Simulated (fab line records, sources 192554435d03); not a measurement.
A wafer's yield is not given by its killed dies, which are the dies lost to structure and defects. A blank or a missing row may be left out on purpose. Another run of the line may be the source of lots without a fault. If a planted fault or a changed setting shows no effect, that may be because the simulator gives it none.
Chamber matching / flow n5 finfet / pecvd-01 running N5_BEOL_M3_DEP_57: 3 sister chambers
The step deposits SiCN from 3MS/NH3, target thk 8 nm, time 14 s. 3 wafers are shown with their chamber, then 8 later ones without.

## WAFERS WITH THEIR CHAMBER
wafer=L076.6; chamber=0; rf fwd power W (W)=200.7
wafer=L082.4; chamber=1; rf fwd power W (W)=197.0
wafer=L083.1; chamber=2; rf fwd power W (W)=198.9

## WAFERS WITH NO CHAMBER GIVEN
wafer=L083.4; rf fwd power W (W)=197.9
wafer=L083.5; rf fwd power W (W)=199.5
wafer=L090.2; rf fwd power W (W)=199.9
wafer=L090.3; rf fwd power W (W)=199.4
wafer=L090.6; rf fwd power W (W)=199.7
wafer=L093.1; rf fwd power W (W)=199.9
wafer=L093.5; rf fwd power W (W)=197.3
wafer=L093.6; rf fwd power W (W)=198.6

## WHICH CHAMBER EACH WENT THROUGH
wafer=L083.4; from the rows above=can't be placed: 1 or 2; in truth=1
wafer=L083.5; from the rows above=can't be placed: 2 or 0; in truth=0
wafer=L090.2; from the rows above=can't be placed: 0 or 2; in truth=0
wafer=L090.3; from the rows above=can't be placed: 2 or 0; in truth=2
wafer=L090.6; from the rows above=can't be placed: 2 or 0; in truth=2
wafer=L093.1; from the rows above=can't be placed: 0 or 2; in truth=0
wafer=L093.5; from the rows above=can't be placed: 1 or 2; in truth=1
wafer=L093.6; from the rows above=can't be placed: 2 or 1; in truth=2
0 of 8 placed correctly. Can't be placed from these rows: 8 (the true chamber is among the candidates in 8). Placed wrongly: 0.
How it was worked out, from the rows above alone: a wafer's distance from a chamber is the root of the sum, over the readings, of the square of ((its reading less the chamber's mean) divided by the reading's scatter). The wafer belongs to the nearest chamber; if the next one is less than 2 further off, it can't be placed. Each chamber's mean is taken over the wafers shown for it. The scatter: with one shown wafer a chamber, the root of the mean of the squares of how far each hidden wafer lies from its nearest shown one.
